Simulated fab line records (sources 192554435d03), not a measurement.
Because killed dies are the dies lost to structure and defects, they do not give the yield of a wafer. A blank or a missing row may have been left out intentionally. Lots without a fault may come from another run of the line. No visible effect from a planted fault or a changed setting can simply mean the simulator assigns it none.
Which of the tools did it? || flow n5 finfet || at 1 step of a route of 1938, 10 lots with 30 wafers sampled

== WHAT THE GAUGES SHOWED, per wafer ==
N5_MIM_TOP_LITHO_CD_MEAS_08: the cd target is 2000 nm.
{"lot": "L741", "measured": "day 12 20:18", "on": "cd sem-03", "cd nm (nm)": "1998.5 2000.3 1998.2"}
{"lot": "L743", "measured": "day 13 06:31", "on": "cd sem-02", "cd nm (nm)": "1999.1 2000.4 1998.5"}
{"lot": "L746", "measured": "day 13 20:26", "on": "cd sem-01", "cd nm (nm)": "1999.1 1997.0 1998.5"}
{"lot": "L747", "measured": "day 14 03:50", "on": "cd sem-02", "cd nm (nm)": "1999.9 1999.1 1999.8"}
{"lot": "L749", "measured": "day 14 19:28", "on": "cd sem-01", "cd nm (nm)": "1998.1 2000.9 2000.0"}
{"lot": "L757", "measured": "day 16 14:49", "on": "cd sem-01", "cd nm (nm)": "2000.0 2001.5 2000.2"}
{"lot": "L756", "measured": "day 16 15:04", "on": "cd sem-02", "cd nm (nm)": "1999.1 2000.6 2002.0"}
{"lot": "L759", "measured": "day 17 05:36", "on": "cd sem-02", "cd nm (nm)": "1999.8 2001.3 1997.8"}
{"lot": "L761", "measured": "day 17 20:26", "on": "cd sem-03", "cd nm (nm)": "2000.9 2000.4 2002.6"}
{"lot": "L760", "measured": "day 17 22:22", "on": "cd sem-01", "cd nm (nm)": "1997.4 2000.3 1998.2"}

== WHAT TOOL EACH LOT RAN ON (gives the tool, then ch and the chambers of the sampled wafers, and finally the start) ==
The record holds no process step before these readings.

== THE ANSWER, worked out from the rows above alone ==
Rule: usual is defined by the lots themselves. Put in order of their means at a reading, lots are off if they are a third of the lots or fewer, leave a main group of 4 or more, and stand apart from it by a gap of 3 or more times the standard deviation of the main group's means; of several such gaps the widest counts. A main group whose means are all the same, to the digits that the tables above print for the reading, isn't used. Also off: a lot with no number at a reading for which 4 or more lots have one. Where the step has rows for the other lots, those lots are counted as sound.
No lot is off at any reading shown: from this, nothing can be told.

== WHAT THE SIMULATOR PUT IN ==
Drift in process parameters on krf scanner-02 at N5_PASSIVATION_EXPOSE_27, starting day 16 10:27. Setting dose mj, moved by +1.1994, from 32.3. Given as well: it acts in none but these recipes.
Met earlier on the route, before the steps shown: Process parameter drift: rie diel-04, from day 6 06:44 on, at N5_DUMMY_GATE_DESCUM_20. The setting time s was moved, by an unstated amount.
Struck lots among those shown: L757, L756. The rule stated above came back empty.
